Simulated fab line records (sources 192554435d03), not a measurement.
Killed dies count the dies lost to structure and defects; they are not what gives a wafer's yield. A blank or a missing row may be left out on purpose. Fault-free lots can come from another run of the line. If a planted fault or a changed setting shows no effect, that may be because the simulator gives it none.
Lot-split experiment    flow n5Finfet    7 lots, 21 wafers read, on a route of 1938 steps

## ON THE SPLIT
At N5_BEOL_M13_COAT_04 (resist thk 400 nm), the setting spinRpm was moved away from the recipe's 1625 rpm on 7 of the 21 wafers read, by -10.5% to +6.3%. All remaining wafers had this setting at the recipe value.

## FROM THE SPLIT TO THE READING: what the file shows between them, 4 steps
- N5_BEOL_M13_EBR_06
- N5_BEOL_M13_SOFTBAKE_05: time 60 s
- N5_BEOL_M13_DESCUM_15: chemistry O2, time 7.9 s
- N5_BEOL_M13_ETCH_59: etches BARC in N2/H2, target depth 89 nm, overetch 26.7 nm, time 67.9 s

## THE READING
coat_of_BEOL_M13_COAT_04.thkNm (the simulator's own value, which no gauge read), in nm, at N5_BEOL_M13_VIA_ETCH_16 (etches SiOC in C4F8/O2/Ar, target depth 921.7 nm). The file gives no usual value for it. Across the 14 wafers here that went through the recipe, the average is 70.4 nm and the standard deviation 3.2 nm.

wafer   tool, chamber at the split  spinRpm as run, rpm  against the recipe  coat_of_BEOL_M13_COAT_04.thkNm, nm  against lot-mates on the recipe
L076.1  lithoTrack-05, 0            1625                 recipe              73.2                                -
L076.3  lithoTrack-05, 0            1727                 +6.3%               56.6                                -12.9
L076.6  lithoTrack-05, 0            1625                 recipe              65.8                                -
L077.1  lithoTrack-02, 0            1625                 recipe              70.6                                -
L077.2  lithoTrack-02, 0            1625                 recipe              68.8                                -
L077.6  lithoTrack-02, 0            1625                 recipe              68.6                                -
L081.1  lithoTrack-02, 0            1625                 recipe              72.2                                -
L081.2  lithoTrack-02, 0            1625                 recipe              75.6                                -
L081.3  lithoTrack-02, 0            1625                 recipe              75.2                                -
L084.2  lithoTrack-01, 0            1567                 -3.6%               85.8                                +13.8
L084.4  lithoTrack-01, 0            1567                 -3.6%               81                                  +9.0
L084.6  lithoTrack-01, 0            1625                 recipe              72                                  -
L085.1  lithoTrack-01, 0            1455                 -10.5%              90.4                                +26.8
L085.2  lithoTrack-01, 0            1625                 recipe              63.6                                -
L085.5  lithoTrack-01, 0            1455                 -10.5%              84.4                                +20.8
L088.1  lithoTrack-01, 0            1625                 recipe              72                                  -
L088.5  lithoTrack-01, 0            1625                 recipe              68.6                                -
L088.6  lithoTrack-01, 0            1625                 recipe              69.6                                -
L094.1  lithoTrack-02, 0            1475                 -9.2%               89.4                                +20.2
L094.3  lithoTrack-02, 0            1475                 -9.2%               90.6                                +21.4
L094.6  lithoTrack-02, 0            1625                 recipe              69.2                                -

THE FIT
A straight line over all 21 wafers: coat_of_BEOL_M13_COAT_04.thkNm changes by -1.95 nm for each +1% of spinRpm; r = -0.92; the points scatter about the line by 3.8 nm.
The same after taking each lot's own level away (the mean of its wafers on the recipe; 21 wafers): -2.27 nm for each +1%; r = -0.98; scatter 2.2 nm.
According to that fit, moving spinRpm by its largest amount changes the reading by 24 nm.
From 63.60 to 74.33 nm: that is the span of the lots' own levels, equal to 3.3 times the standard deviation above.
So the slope is not independent of the lot-to-lot level: the two fits are not the same.
Check: +23.2 nm against its lot-mates is what the line predicts for one of the wafers moved furthest among these (-10.5%) when that wafer is left out of the fit. Against them it came out at +26.8 nm.

## THE WHOLE CHAIN: every reading that the file lists as answering this split, in the file's order
step                     what it does                                                             reading                                                                          change (the file's fit)               r (the file's)
N5_BEOL_M13_COAT_04      resist thk 400 nm                                                        coat_of_BEOL_M13_COAT_04.thkNm (the simulator's own value, which no gauge read)  -2.2 nm for each +1% of the setting   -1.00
N5_BEOL_M13_ETCH_59      etches BARC in N2/H2, target depth 89 nm, overetch 26.7 nm, time 67.9 s  coat_of_BEOL_M13_COAT_04.thkNm (the simulator's own value, which no gauge read)  -2.13 nm for each +1% of the setting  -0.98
N5_BEOL_M13_VIA_ETCH_16  etches SiOC in C4F8/O2/Ar, target depth 921.7 nm                         coat_of_BEOL_M13_COAT_04.thkNm (the simulator's own value, which no gauge read)  -2.28 nm for each +1% of the setting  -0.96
N5_BEOL_M13_STRIP_63     strips in N2/H2                                                          stripTimeToEndpointS                                                             withheld for each +1% of the setting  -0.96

## THE FILE'S OWN FIT
coat_of_BEOL_M13_COAT_04.thkNm changes by -2.28 nm for each +1% of spinRpm, r = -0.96.
